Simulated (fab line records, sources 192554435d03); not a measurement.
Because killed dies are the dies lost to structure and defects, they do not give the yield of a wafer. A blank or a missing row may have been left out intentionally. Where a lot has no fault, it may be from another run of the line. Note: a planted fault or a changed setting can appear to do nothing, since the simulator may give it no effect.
Which tool did it? :: flow n5Finfet :: 9 lots, 27 wafers sampled, at 6 steps of a route of 1938

== WHAT THE GAUGES READ, wafer by wafer ==
N5_HKMG_FIN_OVL_MEAS_13.
lot: L409
measured: day 4 05:14
on: overlay-01
NWFM_OVL (nm): -1.1 -0.7 -1.8

lot: L411
measured: day 4 16:30
on: overlay-01
NWFM_OVL (nm): 0.6 -0.4 0.6

lot: L414
measured: day 5 10:23
on: overlay-02
NWFM_OVL (nm): -1.9 -1.7 -0.6

lot: L416
measured: day 5 21:52
on: overlay-01
NWFM_OVL (nm): 0.3 -0.7 0.8

lot: L423
measured: day 7 16:50
on: overlay-01
NWFM_OVL (nm): -0.7 -0.1 -1.4

lot: L426
measured: day 8 11:23
on: overlay-02
NWFM_OVL (nm): 0.0 0.7 0.5

lot: L429
measured: day 9 02:29
on: overlay-02
NWFM_OVL (nm): 0.5 1.2 -0.3

lot: L430
measured: day 9 06:36
on: overlay-02
NWFM_OVL (nm): 0.0 0.3 0.0

lot: L431
measured: day 9 18:13
on: overlay-01
NWFM_OVL (nm): -0.2 -0.6 0.2

N5_HKMG_FIN_INSPECT_14: inspects for defects (macro).
lot: L409
measured: day 4 05:15
on: defectInspect-01
rawDefectCount: 1 1 0

lot: L411
measured: day 4 16:31
on: defectInspect-02
rawDefectCount: 3 2 2

lot: L414
measured: day 5 10:25
on: defectInspect-02
rawDefectCount: 0 2 3

lot: L416
measured: day 5 21:53
on: defectInspect-01
rawDefectCount: 1 2 4

lot: L423
measured: day 7 16:52
on: defectInspect-02
rawDefectCount: >300 >300 >300

lot: L426
measured: day 8 11:25
on: defectInspect-02
rawDefectCount: >300 >300 >300

lot: L429
measured: day 9 02:31
on: defectInspect-01
rawDefectCount: 4 1 1

lot: L430
measured: day 9 06:37
on: defectInspect-01
rawDefectCount: 1 1 2

lot: L431
measured: day 9 18:14
on: defectInspect-01
rawDefectCount: 2 3 3

N5_BEOL_M4_RC_MEAS_101.
lot: L409
measured: day 8 19:02
on: prober-02
DIBL_N (mV/V): 34.6 36.4 34.8
DIBL_P (mV/V): 35.1 37.0 34.2
IOFF_N (nA/um): 0.14 0.17 0.13
IOFF_P (nA/um): 0.22 0.24 0.21
ION_N (uA/um): 676 682 662
ION_P (uA/um): 472 474 464
SS_N (mV/dec): 71.2 70.5 71.4
SS_P (mV/dec): 73.5 73.3 72.3
VT_N (mV): 251 246 252
VT_P (mV): -245.7 -246.0 -249.5

lot: L411
measured: day 9 08:14
on: prober-02
DIBL_N (mV/V): 38.2 36.2 39.2
DIBL_P (mV/V): 38.6 36.3 38.9
IOFF_N (nA/um): 0.20 0.17 0.22
IOFF_P (nA/um): 0.24 0.20 0.27
ION_N (uA/um): 693 688 691
ION_P (uA/um): 464 462 466
SS_N (mV/dec): 72.0 71.4 72.4
SS_P (mV/dec): 73.6 72.0 73.8
VT_N (mV): 247 250 244
VT_P (mV): -246.9 -250.2 -246.2

lot: L414
measured: day 10 15:43
on: prober-01
DIBL_N (mV/V): 38.0 38.9 37.6
DIBL_P (mV/V): 38.8 39.3 37.4
IOFF_N (nA/um): 0.20 0.21 0.17
IOFF_P (nA/um): 0.24 0.25 0.22
ION_N (uA/um): 697 705 679
ION_P (uA/um): 470 468 458
SS_N (mV/dec): 72.1 71.5 71.4
SS_P (mV/dec): 74.1 74.0 74.1
VT_N (mV): 246 246 249
VT_P (mV): -249.7 -250.0 -252.2

lot: L416
measured: day 10 01:01
on: prober-02
DIBL_N (mV/V): 35.5 34.6 39.3
DIBL_P (mV/V): 37.0 35.8 42.0
IOFF_N (nA/um): 0.17 0.15 0.28
IOFF_P (nA/um): 0.27 0.24 0.38
ION_N (uA/um): 689 687 708
ION_P (uA/um): 478 480 488
SS_N (mV/dec): 71.1 71.0 72.2
SS_P (mV/dec): 73.5 72.2 73.6
VT_N (mV): 246 249 238
VT_P (mV): -243.1 -246.4 -240.6

lot: L423
measured: day 12 03:03
on: prober-02
DIBL_N (mV/V): 36.2 35.5 39.4
DIBL_P (mV/V): 36.2 36.1 40.5
IOFF_N (nA/um): 0.15 0.15 0.21
IOFF_P (nA/um): 0.23 0.22 0.32
ION_N (uA/um): 666 679 687
ION_P (uA/um): 464 474 479
SS_N (mV/dec): 71.3 71.7 71.9
SS_P (mV/dec): 73.1 73.5 73.8
VT_N (mV): 252 247 244
VT_P (mV): -248.3 -250.4 -243.2

lot: L426
measured: day 12 17:38
on: prober-01
DIBL_N (mV/V): 35.2 35.4 36.0
DIBL_P (mV/V): 34.0 34.4 35.0
IOFF_N (nA/um): 0.14 0.14 0.16
IOFF_P (nA/um): 0.20 0.20 0.22
ION_N (uA/um): 668 670 685
ION_P (uA/um): 466 470 478
SS_N (mV/dec): 71.4 70.9 71.8
SS_P (mV/dec): 72.5 72.0 72.4
VT_N (mV): 251 250 248
VT_P (mV): -248.6 -248.9 -248.1

lot: L429
measured: day 13 12:35
on: prober-02
DIBL_N (mV/V): 33.1 34.5 35.5
DIBL_P (mV/V): 33.0 34.4 35.7
IOFF_N (nA/um): 0.12 0.14 0.16
IOFF_P (nA/um): 0.19 0.21 0.23
ION_N (uA/um): 661 685 669
ION_P (uA/um): 466 470 469
SS_N (mV/dec): 70.7 70.8 70.9
SS_P (mV/dec): 71.9 73.4 72.7
VT_N (mV): 255 251 248
VT_P (mV): -247.7 -247.6 -248.0

lot: L430
measured: day 13 19:41
on: prober-02
DIBL_N (mV/V): 32.2 32.5 33.8
DIBL_P (mV/V): 32.2 32.5 33.8
IOFF_N (nA/um): 0.10 0.11 0.12
IOFF_P (nA/um): 0.15 0.15 0.17
ION_N (uA/um): 641 671 650
ION_P (uA/um): 449 462 453
SS_N (mV/dec): 70.8 70.4 70.7
SS_P (mV/dec): 72.1 72.4 72.5
VT_N (mV): 256 255 253
VT_P (mV): -254.0 -252.8 -252.0

lot: L431
measured: day 14 04:28
on: prober-01
DIBL_N (mV/V): 36.1 36.2 36.2
DIBL_P (mV/V): 36.8 36.5 37.3
IOFF_N (nA/um): 0.17 0.16 0.16
IOFF_P (nA/um): 0.23 0.23 0.25
ION_N (uA/um): 682 682 683
ION_P (uA/um): 469 475 467
SS_N (mV/dec): 71.8 71.7 71.4
SS_P (mV/dec): 73.2 72.9 73.1
VT_N (mV): 248 248 249
VT_P (mV): -249.1 -246.7 -244.5

== WHAT TOOL EACH LOT RAN ON (gives the tool, then ch and the chambers of the sampled wafers, and finally the start) ==
lot: L409
N5_HKMG_FIN_WET_ETCH_77: wetBench-02 ch 4,6,7, day 4 03:10
N5_HKMG_FIN_ALD_79: aldMetal-02 ch 0,1,2, day 4 03:16
N5_HKMG_FIN_DESCUM_17: rieDiel-05 ch 0,3, day 4 05:17

lot: L411
N5_HKMG_FIN_WET_ETCH_77: wetBench-04 ch 0,1,2, day 4 14:34
N5_HKMG_FIN_ALD_79: aldMetal-03 ch 0,3, day 4 14:40
N5_HKMG_FIN_DESCUM_17: rieDiel-01 ch 0,1,3, day 4 16:34

lot: L414
N5_HKMG_FIN_WET_ETCH_77: wetBench-06 ch 0,5,6, day 5 08:10
N5_HKMG_FIN_ALD_79: aldMetal-03 ch 0,2,3, day 5 08:20
N5_HKMG_FIN_DESCUM_17: rieDiel-05 ch 0,2,3, day 5 10:26

lot: L416
N5_HKMG_FIN_WET_ETCH_77: wetBench-04 ch 0,4,7, day 5 19:55
N5_HKMG_FIN_ALD_79: aldMetal-02 ch 1,2, day 5 20:01
N5_HKMG_FIN_DESCUM_17: rieDiel-01 ch 0,2,3, day 5 22:35

lot: L423
N5_HKMG_FIN_WET_ETCH_77: wetBench-04 ch 3,4,7, day 7 14:43
N5_HKMG_FIN_ALD_79: aldMetal-01 ch 0,2, day 7 14:49
N5_HKMG_FIN_DESCUM_17: rieDiel-01 ch 0,1,2, day 7 16:53

lot: L426
N5_HKMG_FIN_WET_ETCH_77: wetBench-04 ch 1,2,4, day 8 09:00
N5_HKMG_FIN_ALD_79: aldMetal-01 ch 0,2,3, day 8 09:11
N5_HKMG_FIN_DESCUM_17: rieDiel-02 ch 0,1,2, day 8 12:04

lot: L429
N5_HKMG_FIN_WET_ETCH_77: wetBench-06 ch 4,6,7, day 9 00:25
N5_HKMG_FIN_ALD_79: aldMetal-01 ch 0,1,3, day 9 00:31
N5_HKMG_FIN_DESCUM_17: rieDiel-05 ch 0,1,2, day 9 02:33

lot: L430
N5_HKMG_FIN_WET_ETCH_77: wetBench-02 ch 1,4,5, day 9 04:33
N5_HKMG_FIN_ALD_79: aldMetal-01 ch 0,2,3, day 9 04:39
N5_HKMG_FIN_DESCUM_17: rieDiel-02 ch 0,1, day 9 06:39

lot: L431
N5_HKMG_FIN_WET_ETCH_77: wetBench-06 ch 5,6,7, day 9 16:17
N5_HKMG_FIN_ALD_79: aldMetal-03 ch 1,2, day 9 16:23
N5_HKMG_FIN_DESCUM_17: rieDiel-01 ch 1,2,3, day 9 18:16
- N5_HKMG_FIN_WET_ETCH_77: etches La2O3 in dHCl, stops on HfO2, target depth 2 nm.
- N5_HKMG_FIN_ALD_79: deposits TiN, target thk 1.5 nm, pulse time 1 s, purge time 3 s.
- N5_HKMG_FIN_DESCUM_17: chemistry O2, time 7.9 s.

== WHAT THE TOOLS THEMSELVES READ (means of the sampled wafers that have a number; where no wafer has one, the mark that the record gives instead) ==
N5_HKMG_FIN_ALD_79.
lot: L409
tool: aldMetal-02
heaterPowerW (W): 895
precursorPulseHeightRel: 1.003

lot: L411
tool: aldMetal-03
heaterPowerW (W): 919
precursorPulseHeightRel: 1.014

lot: L414
tool: aldMetal-03
heaterPowerW (W): 961
precursorPulseHeightRel: 0.997

lot: L416
tool: aldMetal-02
heaterPowerW (W): 930
precursorPulseHeightRel: 0.984

lot: L423
tool: aldMetal-01
heaterPowerW (W): 926
precursorPulseHeightRel: 0.997

lot: L426
tool: aldMetal-01
heaterPowerW (W): 907
precursorPulseHeightRel: 1.000

lot: L429
tool: aldMetal-01
heaterPowerW (W): 830
precursorPulseHeightRel: 0.997

lot: L430
tool: aldMetal-01
heaterPowerW (W): 879
precursorPulseHeightRel: 1.014

lot: L431
tool: aldMetal-03
heaterPowerW (W): 891
precursorPulseHeightRel: 1.025

N5_HKMG_FIN_DESCUM_17.
lot: L409
tool: rieDiel-05
chamberPressureMTorr (mTorr): 19.995
drypumpMotorCurrentA (A): 5.8
oesProductAu (a.u.): 0.71
rfVppV (V): 243.8
showerheadPlenumPTorr (Torr): 2.12
throttleValvePct (%): 20.64

lot: L411
tool: rieDiel-01
chamberPressureMTorr (mTorr): 20.022
drypumpMotorCurrentA (A): 6.0
oesProductAu (a.u.): 0.84
rfVppV (V): 243.5
showerheadPlenumPTorr (Torr): 2.11
throttleValvePct (%): 20.27

lot: L414
tool: rieDiel-05
chamberPressureMTorr (mTorr): 20.010
drypumpMotorCurrentA (A): 5.8
oesProductAu (a.u.): 0.72
rfVppV (V): 244.6
showerheadPlenumPTorr (Torr): 2.12
throttleValvePct (%): 20.61

lot: L416
tool: rieDiel-01
chamberPressureMTorr (mTorr): 19.994
drypumpMotorCurrentA (A): 5.6
oesProductAu (a.u.): 0.79
rfVppV (V): 242.2
showerheadPlenumPTorr (Torr): 2.04
throttleValvePct (%): 20.29

lot: L423
tool: rieDiel-01
chamberPressureMTorr (mTorr): 20.010
drypumpMotorCurrentA (A): 5.9
oesProductAu (a.u.): 0.75
rfVppV (V): 244.0
showerheadPlenumPTorr (Torr): 2.10
throttleValvePct (%): 20.48

lot: L426
tool: rieDiel-02
chamberPressureMTorr (mTorr): 19.997
drypumpMotorCurrentA (A): 6.1
oesProductAu (a.u.): 0.81
rfVppV (V): 244.1
showerheadPlenumPTorr (Torr): 2.15
throttleValvePct (%): 20.12

lot: L429
tool: rieDiel-05
chamberPressureMTorr (mTorr): 19.986
drypumpMotorCurrentA (A): 5.9
oesProductAu (a.u.): 0.70
rfVppV (V): 243.5
showerheadPlenumPTorr (Torr): 2.13
throttleValvePct (%): 20.48

lot: L430
tool: rieDiel-02
chamberPressureMTorr (mTorr): 20.001
drypumpMotorCurrentA (A): 6.3
oesProductAu (a.u.): 0.77
rfVppV (V): 244.4
showerheadPlenumPTorr (Torr): 2.17
throttleValvePct (%): 20.04

lot: L431
tool: rieDiel-01
chamberPressureMTorr (mTorr): 20.002
drypumpMotorCurrentA (A): 5.4
oesProductAu (a.u.): 0.78
rfVppV (V): 243.1
showerheadPlenumPTorr (Torr): 2.07
throttleValvePct (%): 20.31

== THE ANSWER, worked out from the rows above alone ==
Rule: the lots themselves supply what counts as usual. The widest of any qualifying gaps counts: lots, ordered by their means at a reading, are off when they make up no more than a third of the lots, leave a main group of 4 or more, and stand apart from it by 3 or more times the standard deviation of that group's means. The tables above print the reading to a certain number of digits; a main group whose means all agree to those digits is not used. Also off: a lot with no number at a reading for which 4 or more lots have one. The other lots that the step has rows for count as sound. Order of review: gauges by route order, followed by the tools' own readings, for which a lot's mean as printed above is used. The first step at which some lot is off is used, and at that step the reading that is off furthest; a lot without a number counts as furthest.
Off: L423, L426 (N5_HKMG_FIN_INSPECT_14, rawDefectCount). Without a number there: L423, L426. Mean 1.9 and standard deviation 0.64 in the main group.
If a tool, at a process step before that reading, ran all the lots that are off and no sound lot after the first of them, it fits. Those tools and the gauges at N5_HKMG_FIN_INSPECT_14 are tried in the same way. Undecided on this evidence; 2 tools fit (wetBench-04 at N5_HKMG_FIN_WET_ETCH_77, defectInspect-02 at N5_HKMG_FIN_INSPECT_14).

== WHAT WAS PUT IN BY THE SIMULATOR ==
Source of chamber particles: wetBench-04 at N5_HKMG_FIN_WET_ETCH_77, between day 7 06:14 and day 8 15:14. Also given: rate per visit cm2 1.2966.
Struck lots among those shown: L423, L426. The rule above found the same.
